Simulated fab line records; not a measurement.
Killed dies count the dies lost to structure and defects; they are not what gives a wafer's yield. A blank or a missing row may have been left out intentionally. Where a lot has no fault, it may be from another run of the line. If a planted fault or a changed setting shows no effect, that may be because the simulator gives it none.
fab line records	flow n5_finfet	part 2 of 2: steps 4 to 6 of 6
record: lots: 24	wafers: 72	last_day: 17
route steps=1938 shown BEOL_M6@1233 BEOL_M7@1308
lots that met no fault: taken from a fault-free run of the same line
start_h: the number of hours between the record's first day and the start of the first shown wafer of the lot	wait_h: hours from the lot's prior step to this one	" unchanged from the row above	L1.1+2: one row covering several wafers at once	- no value, or no start was given	* or withheld: withheld	< > ~ a bound
route shown NAME@n: NAME is a module with steps in the file, n the number in the route of the first one	usual: mean/standard deviation taken from wafers without a fault	same: alike in all rows	chamber/n: place in a boat	sites: readings site by site	_std_site: their standard deviation	_edge_site: inner sites' mean taken away from outer sites' mean	radius_mm: for every site, how far away it sits from the centre of the wafer	mask NAME#n: copy n	behind: the tool/chamber that last shaped the wafer	hold: why the lot was held/for how many hours/how that ended	device: whichever transistor did not switch (one of n, p or np)	end of line: the route-end tests of the same wafers	for a step that has no rows: nothing shown but its recipe	killed: dies that structure and defects cost at the first sort, which is not the same as the wafer's yield	map: per-die view of a wafer (x killed, . not killed, _ where there is no die)
set.NAME: setting as actually run; set.NAME@STEP: the setting as run at that earlier step	model.NAME: the simulator's own value behind a step, which no gauge read
the route's steps for a sample of lots (tables are steps, rows are wafers)
services: when a tool's chamber went out of use (start_h, in hours from the record's first day, below 0 if earlier), for how many hours, and the reason
== steps ==
step: N5_BEOL_M7_TRENCH_ETCH_37
recipe: chemistry: C4F6/O2	target_depth_a: 934.78	target: SiCOH_lowk	time_s: 31.2	ion_energy_ev: 250	pressure_mtorr: 30	source_w: 345	bias_w: 185	Ar_flow_sccm: 300	C4F6_flow_sccm: 10	O2_flow_sccm: 10
usual: bias_w: 185.0/0.56	drypump_motor_current_A: 5.8/0.47	mfc_ar_sccm: 300.0/0.87	oes_product_au: 0.78/0.092	rf_vpp_V: 664/7.3	showerhead_plenum_p_Torr: 2.88/0.11	throttle_valve_pct: 21.02/0.2
lot.wafer	tool	chamber	start_h	wait_h	bias_w	drypump_motor_current_A	mfc_ar_sccm	oes_product_au	rf_hours_counter_h	rf_vpp_V	showerhead_plenum_p_Torr	throttle_valve_pct
L074.1	rie_diel-02	1	-	-	185.4	5.4	300.0	0.74	195	675	2.94	20.83
L074.4	"	0	"	"	183.7	6.2	300.8	0.72	184	654	2.71	21.07
L074.5	"	2	"	"	184.7	5.3	299.2	0.76	-	664	2.96	21.05
L075.1	rie_diel-02	0	-	-	184.8	6.2	300.9	0.72	185	653	2.71	21.05
L075.4	"	2	"	"	185.1	5.3	300.8	0.75	145	663	2.96	21.04
L075.6	"	1	"	"	184.9	5.5	299.8	0.74	-	676	2.94	20.82
L076.1	rie_diel-05	1	-	-	186.1	6.2	300.1	0.78	126	661	2.65	21.17
L076.5	"	0	"	"	185.2	5.5	299.3	0.75	-	660	2.95	21.00
L076.6	"	3	"	"	185.4	6.6	299.7	0.74	-	663	2.94	21.35
L078.1	rie_diel-02	2	-	-	184.9	5.3	301.9	0.76	146	663	2.96	21.06
L078.3	"	3	"	"	184.6	6.2	299.7	0.95	10	671	3.03	20.65
L078.6	"	0	"	"	184.5	6.2	300.6	0.72	-	653	2.71	21.06
L077.2	rie_diel-05	3	-	-	185.0	6.6	300.5	0.74	182	663	2.94	21.35
L077.5	"	0	"	"	185.3	5.5	300.8	0.74	-	659	2.95	20.99
L077.6	"	1	"	"	185.2	6.2	298.2	0.78	-	661	2.65	21.17
L079.1	rie_diel-02	0	-	-	186.1	6.2	297.8	0.72	191	654	2.71	21.07
L079.2	"	3	"	"	185.5	6.2	299.6	0.93	13	672	3.03	20.67
L079.4	"	1	"	"	184.7	5.5	299.4	0.74	203	675	2.94	20.85
L080.3	rie_diel-05	3	-	-	185.4	6.6	299.7	0.73	189	663	2.94	21.36
L080.4	"	1	"	"	184.9	6.2	300.7	0.77	134	660	2.64	21.18
L080.5	"	0	"	"	185.9	5.6	300.6	0.74	-	661	2.95	21.02
L082.2	rie_diel-06	3	-	-	184.9	5.6	300.2	0.68	238	653	2.93	21.34
L082.3	"	0	"	"	185.8	4.9	300.0	0.85	63	671	2.89	21.02
L082.6	"	0	"	"	185.6	4.9	300.3	0.85	-	669	2.89	21.01
L081.2	rie_diel-02	1	-	-	185.3	5.5	301.5	0.73	209	675	2.93	20.85
L081.5	"	2	"	"	184.8	5.3	301.1	0.74	-	664	2.95	21.06
L081.6	"	3	"	"	185.3	6.2	300.9	0.90	-	671	3.03	20.65
L083.1	rie_diel-02	3	-	-	185.0	6.2	300.8	0.91	22	671	3.03	20.67
L083.2	"	0	"	"	186.2	6.2	299.3	0.71	200	652	2.71	21.09
L083.3	"	2	"	"	184.8	5.3	299.4	0.74	156	664	2.95	21.09
L084.1	rie_diel-06	3	-	-	185.1	5.7	300.2	0.68	243	653	2.93	21.35
L084.5	"	1	"	"	184.9	5.3	300.3	0.69	-	662	2.81	21.13
L084.6	"	2	"	"	184.9	5.9	300.9	0.97	-	673	2.91	20.78
L086.1	rie_diel-02	3	-	-	184.7	6.3	299.8	0.91	26	671	3.02	20.69
L086.2	"	2	"	"	185.1	5.3	299.8	0.74	160	663	2.95	21.07
L086.6	"	0	"	"	185.2	6.2	299.9	0.71	-	653	2.71	21.09
L087.1	rie_diel-05	0	-	-	185.6	5.5	300.7	0.73	196	660	2.94	21.02
L087.3	"	1	"	"	183.8	6.2	298.9	0.76	144	660	2.64	21.19
L087.4	"	3	"	"	185.2	6.5	299.6	0.72	200	662	2.93	21.39
L085.3	rie_diel-05	1	-	-	184.9	6.2	299.1	0.76	144	659	2.64	21.20
L085.5	"	3	"	"	185.3	6.6	300.8	0.73	-	662	2.93	21.40
L085.6	"	2	"	"	183.9	6.1	300.0	0.69	-	666	2.91	20.94
L088.2	rie_diel-06	2	-	-	185.3	5.9	300.2	0.96	10	673	2.90	20.77
L088.3	"	1	"	"	186.3	5.3	299.3	0.68	234	663	2.81	21.11
L088.5	"	0	"	"	185.4	5.0	299.3	0.84	-	668	2.89	21.03
L089.2	rie_diel-05	1	-	-	185.0	6.2	301.6	0.75	154	659	2.63	21.20
L089.4	"	0	"	"	185.1	5.5	298.4	0.72	-	660	2.94	21.04
L089.6	"	1	"	"	185.5	6.2	299.8	0.76	-	659	2.63	21.19
L090.2	rie_diel-05	1	-	-	185.8	6.2	299.1	0.75	154	660	2.63	21.19
L090.3	"	3	"	"	184.4	6.6	299.2	0.73	211	663	2.93	21.40
L090.5	"	1	"	"	185.0	6.2	299.9	0.76	-	660	2.63	21.20
L092.1	rie_diel-02	1	-	-	184.5	5.5	299.7	0.72	227	675	2.93	20.87
L092.2	"	3	"	"	185.1	6.2	299.6	0.88	38	671	3.02	20.67
L092.5	"	2	"	"	184.8	5.3	301.6	0.72	-	665	2.94	21.09
L091.2	rie_diel-06	1	-	-	185.1	5.3	299.4	0.68	244	663	2.80	21.13
L091.4	"	0	"	"	185.5	5.0	300.4	0.83	80	670	2.88	21.06
L091.6	"	3	"	"	184.1	5.7	300.1	0.99	-	653	2.92	21.02
L093.1	rie_diel-06	0	-	-	185.1	4.9	297.9	0.83	82	669	2.88	21.05
L093.3	"	3	"	"	185.1	5.6	301.1	0.99	5	654	2.92	21.04
L093.5	"	3	"	"	185.5	5.7	300.0	0.98	-	653	2.92	21.03
L094.1	rie_diel-02	1	-	-	185.5	5.5	299.2	0.71	236	674	2.92	20.88
L094.3	"	3	"	"	184.7	6.2	301.0	0.86	46	673	3.01	20.68
L094.5	"	0	"	"	184.9	6.2	299.4	0.69	-	654	2.70	21.12
L095.2	rie_diel-02	3	-	-	185.0	6.3	300.2	0.84	51	671	3.01	20.71
L095.3	"	0	"	"	185.4	6.2	299.4	0.68	230	653	2.69	21.14
L095.4	"	3	"	"	184.2	6.2	299.9	0.86	-	672	3.01	20.70
L097.1	rie_diel-06	3	-	-	185.2	5.7	300.8	0.96	11	653	2.92	21.03
L097.2	"	2	"	"	184.7	5.9	299.1	0.91	29	675	2.90	20.80
L097.4	"	3	"	"	186.0	5.7	299.6	0.96	-	653	2.92	21.04
L096.2	rie_diel-05	1	-	-	185.7	6.2	299.6	0.74	169	659	2.63	21.22
L096.4	"	2	"	"	184.6	6.1	301.7	0.95	3	667	2.90	20.63
L096.6	"	3	"	"	185.3	6.6	301.5	0.70	-	662	2.92	21.41
step: N5_BEOL_M7_OCD_MEAS_38
usual: trench_depth_nm: 92.8/1.3
lot.wafer	tool	chamber	start_h	wait_h	trench_depth_nm
L074.1	ocd-01	-	195.04	-	93.5
L074.4	"	-	"	"	93.1
L074.5	"	-	"	"	92.6
L075.1	ocd-02	-	200.86	-	92.8
L075.4	"	-	"	"	93.1
L075.6	"	-	"	"	93.3
L076.1	ocd-02	-	205.24	-	93.1
L076.5	"	-	"	"	92.0
L076.6	"	-	"	"	90.4
L078.1	ocd-02	-	205.41	-	92.8
L078.3	"	-	"	"	94.8
L078.6	"	-	"	"	94.0
L077.2	ocd-01	-	209.51	-	91.3
L077.5	"	-	"	"	92.3
L077.6	"	-	"	"	93.1
L079.1	ocd-02	-	220.31	-	93.8
L079.2	"	-	"	"	94.6
L079.4	"	-	"	"	93.7
L080.3	ocd-02	-	229.69	-	90.4
L080.4	"	-	"	"	93.5
L080.5	"	-	"	"	92.6
L082.2	ocd-02	-	242.20	-	90.6
L082.3	"	-	"	"	92.5
L082.6	"	-	"	"	92.3
L081.2	ocd-01	-	242.47	-	93.5
L081.5	"	-	"	"	92.0
L081.6	"	-	"	"	93.6
L083.1	ocd-02	-	246.28	-	94.9
L083.2	"	-	"	"	93.1
L083.3	"	-	"	"	92.1
L084.1	ocd-01	-	260.73	-	91.4
L084.5	"	-	"	"	92.2
L084.6	"	-	"	"	95.4
L086.1	ocd-02	-	261.17	-	95.2
L086.2	"	-	"	"	92.8
L086.6	"	-	"	"	93.9
L087.1	ocd-01	-	265.90	-	91.8
L087.3	"	-	"	"	93.9
L087.4	"	-	"	"	90.4
L085.3	ocd-01	-	266.30	-	94.0
L085.5	"	-	"	"	91.8
L085.6	"	-	"	"	92.0
L088.2	ocd-01	-	271.36	-	94.9
L088.3	"	-	"	"	91.2
L088.5	"	-	"	"	93.0
L089.2	ocd-01	-	298.58	-	92.6
L089.4	"	-	"	"	93.2
L089.6	"	-	"	"	94.2
L090.2	ocd-02	-	300.31	-	93.2
L090.3	"	-	"	"	91.7
L090.5	"	-	"	"	93.5
L092.1	ocd-02	-	301.17	-	93.6
L092.2	"	-	"	"	92.7
L092.5	"	-	"	"	92.2
L091.2	ocd-01	-	304.42	-	91.5
L091.4	"	-	"	"	92.6
L091.6	"	-	"	"	93.4
L093.1	ocd-02	-	314.43	-	93.1
L093.3	"	-	"	"	93.1
L093.5	"	-	"	"	94.0
L094.1	ocd-02	-	324.34	-	93.4
L094.3	"	-	"	"	93.0
L094.5	"	-	"	"	93.6
L095.2	ocd-01	-	337.02	-	93.1
L095.3	"	-	"	"	92.3
L095.4	"	-	"	"	94.0
L097.1	ocd-02	-	337.07	-	93.9
L097.2	"	-	"	"	94.7
L097.4	"	-	"	"	93.5
L096.2	ocd-01	-	337.09	-	93.5
L096.4	"	-	"	"	95.5
L096.6	"	-	"	"	91.0
step: N5_BEOL_M7_DEGAS_44
recipe: ambient: vacuum	temp_c: 250	time_s: 60
usual: heater_power_w: 335/39
lot.wafer	tool	chamber	start_h	wait_h	heater_power_w
L074.1	pvd_sputter-01	-	195.58	0.3	348
L074.4	"	-	"	"	284
L074.5	"	-	"	"	336
L075.1	pvd_sputter-01	-	201.87	0.8	293
L075.4	"	-	"	"	347
L075.6	"	-	"	"	385
L076.1	pvd_sputter-01	-	205.81	0.3	274
L076.5	"	-	"	"	286
L076.6	"	-	"	"	346
L078.1	pvd_sputter-01	-	206.25	0.6	287
L078.3	"	-	"	"	380
L078.6	"	-	"	"	291
L077.2	pvd_sputter-03	-	210.32	0.5	304
L077.5	"	-	"	"	294
L077.6	"	-	"	"	357
L079.1	pvd_sputter-02	-	221.11	0.4	361
L079.2	"	-	"	"	315
L079.4	"	-	"	"	400
L080.3	pvd_sputter-01	-	230.30	0.3	382
L080.4	"	-	"	"	282
L080.5	"	-	"	"	296
L082.2	pvd_sputter-02	-	243.23	0.4	342
L082.3	"	-	"	"	325
L082.6	"	-	"	"	408
L081.2	pvd_sputter-02	-	244.03	1.2	398
L081.5	"	-	"	"	331
L081.6	"	-	"	"	318
L083.1	pvd_sputter-03	-	246.91	0.4	363
L083.2	"	-	"	"	300
L083.3	"	-	"	"	341
L086.1	pvd_sputter-03	-	261.94	0.5	297
L086.2	"	-	"	"	346
L086.6	"	-	"	"	365
L084.1	pvd_sputter-01	-	262.68	1.6	341
L084.5	"	-	"	"	298
L084.6	"	-	"	"	384
L087.1	pvd_sputter-01	-	266.74	0.6	296
L087.3	"	-	"	"	386
L087.4	"	-	"	"	353
L085.3	pvd_sputter-01	-	266.82	0.2	339
L085.5	"	-	"	"	295
L085.6	"	-	"	"	373
L088.2	pvd_sputter-01	-	272.56	0.8	338
L088.3	"	-	"	"	286
L088.5	"	-	"	"	344
L089.2	pvd_sputter-02	-	300.19	1.3	397
L089.4	"	-	"	"	326
L089.6	"	-	"	"	314
L090.2	pvd_sputter-01	-	301.08	0.3	297
L090.3	"	-	"	"	345
L090.5	"	-	"	"	276
L092.1	pvd_sputter-02	-	303.79	2.4	409
L092.2	"	-	"	"	364
L092.5	"	-	"	"	352
L091.2	pvd_sputter-02	-	305.43	0.7	405
L091.4	"	-	"	"	320
L091.6	"	-	"	"	312
L093.1	pvd_sputter-01	-	315.26	0.6	282
L093.3	"	-	"	"	300
L093.5	"	-	"	"	335
L094.1	pvd_sputter-01	-	324.93	0.3	380
L094.3	"	-	"	"	296
L094.5	"	-	"	"	295
L095.2	pvd_sputter-01	-	337.62	0.3	291
L095.3	"	-	"	"	388
L095.4	"	-	"	"	300
L097.1	pvd_sputter-01	-	337.80	0.5	286
L097.2	"	-	"	"	390
L097.4	"	-	"	"	290
L096.2	pvd_sputter-01	-	337.89	0.5	289
L096.4	"	-	"	"	289
L096.6	"	-	"	"	286
== services ==
tool	chamber	start_h	hours	kind
rie_diel-01	3	179.40	9.7	repair
rie_diel-02	0	180.05	2.6	repair
rie_diel-01	3	189.25	4.4	repair
rie_diel-04	1	204.31	-	clean
rie_diel-04	1	204.31	-	consumable_replace:focus_ring
rie_diel-01	3	218.62	7.3	repair
rie_diel-03	3	224.41	-	clean
rie_diel-03	3	224.41	-	consumable_replace:focus_ring
rie_diel-03	3	224.41	16.6	scheduled_down
rie_diel-03	3	224.41	16.6	vent_cycle
rie_diel-03	1	241.05	-	clean
rie_diel-03	1	241.05	-	consumable_replace:focus_ring
rie_diel-03	1	241.05	19.3	scheduled_down
rie_diel-03	1	241.05	19.3	vent_cycle
rie_diel-04	0	264.37	1.6	repair
rie_diel-02	3	265.75	4.8	repair
rie_diel-01	0	279.48	7.2	repair
rie_diel-03	-	290.80	2.8	pm
rie_diel-04	1	291.19	8.4	repair
rie_diel-06	0	294.17	6.8	repair
pvd_sputter-02	-	306.31	3.3	repair
rtp_anneal-02	-	308.81	2.9	pm
rie_diel-02	2	312.93	29.5	repair
rie_diel-01	0	329.19	6.6	repair
